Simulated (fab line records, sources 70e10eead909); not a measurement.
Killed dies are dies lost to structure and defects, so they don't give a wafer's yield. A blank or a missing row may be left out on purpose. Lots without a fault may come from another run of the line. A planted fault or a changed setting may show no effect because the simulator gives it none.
Chamber matching | flow nand_harc | NHARC_A_CHANNEL_FILL_D2_ALD_25 on ald_hk-04: 4 sister chambers
The step deposits SiOx, target thk 60 nm, pulse time 10 s, ald cycles 600. 18 wafers are shown with their chamber, then 9 later ones without.

WAFERS WITH THEIR CHAMBER
wafer  | chamber | heater_power_w (W) | precursor_pulse_height_rel
L077.1 | 1       | 419                | 1.038
L077.4 | 0       | 534                | 0.979
L077.5 | 2       | 411                | 0.995
L080.4 | 0       | 544                | 1.035
L080.3 | 3       | 430                | 1.043
L080.6 | 0       | 542                | 0.989
L081.4 | 3       | 446                | 1.013
L081.1 | 1       | 422                | 1.038
L081.5 | 3       | 430                | 0.979
L085.2 | 2       | 413                | 0.960
L085.3 | 3       | 432                | 1.000
L085.6 | 1       | 431                | 1.006
L084.1 | 1       | 439                | 0.980
L084.2 | 3       | 423                | 0.990
L084.5 | 0       | 548                | 0.993
L088.4 | 2       | 419                | 1.010
L088.5 | 3       | 418                | 0.986
L088.6 | 2       | 422                | 0.989

SIGNATURES (means of the wafers above)
reading                    | chamber 0 | chamber 1 | chamber 2 | chamber 3 | scatter within a chamber
heater_power_w             | 542.00    | 427.75    | 416.25    | 429.83    | 7.94
precursor_pulse_height_rel | 0.99900   | 1.01550   | 0.98850   | 1.00183   | 0.0243
Rule: a wafer's distance from a chamber is the root of the sum, over the readings, of the square of ((its reading less the chamber's mean) divided by the reading's scatter). The wafer belongs to the nearest chamber; if the next one is less than 2 further off, it can't be placed. The scatter: the root of (the sum of the squares of (reading less its chamber's mean) over the shown wafers, divided by (wafers less chambers)).

WAFERS WITHOUT THEIR CHAMBER
wafer  | heater_power_w (W) | precursor_pulse_height_rel
L092.1 | 441                | 0.997
L092.2 | 441                | 0.995
L092.3 | 548                | 0.988
L095.2 | 541                | 1.044
L095.4 | 435                | 1.033
L095.6 | 544                | 0.997
L097.1 | 441                | 1.016
L097.2 | 536                | 0.988
L097.6 | 426                | 1.002

WHICH CHAMBER EACH WENT THROUGH
wafer  | from the rows above          | in truth
L092.1 | can't be placed: 3 or 1 or 2 | 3
L092.2 | can't be placed: 3 or 1 or 2 | 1
L092.3 | 0                            | 0
L095.2 | 0                            | 0
L095.4 | can't be placed: 1 or 3 or 2 | 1
L095.6 | 0                            | 0
L097.1 | can't be placed: 3 or 1 or 2 | 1
L097.2 | 0                            | 0
L097.6 | can't be placed: 3 or 1 or 2 | 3
Placed correctly: 4 of 9. Can't be placed from these rows: 5 (the true chamber is among the candidates in 5). Placed wrongly: 0.
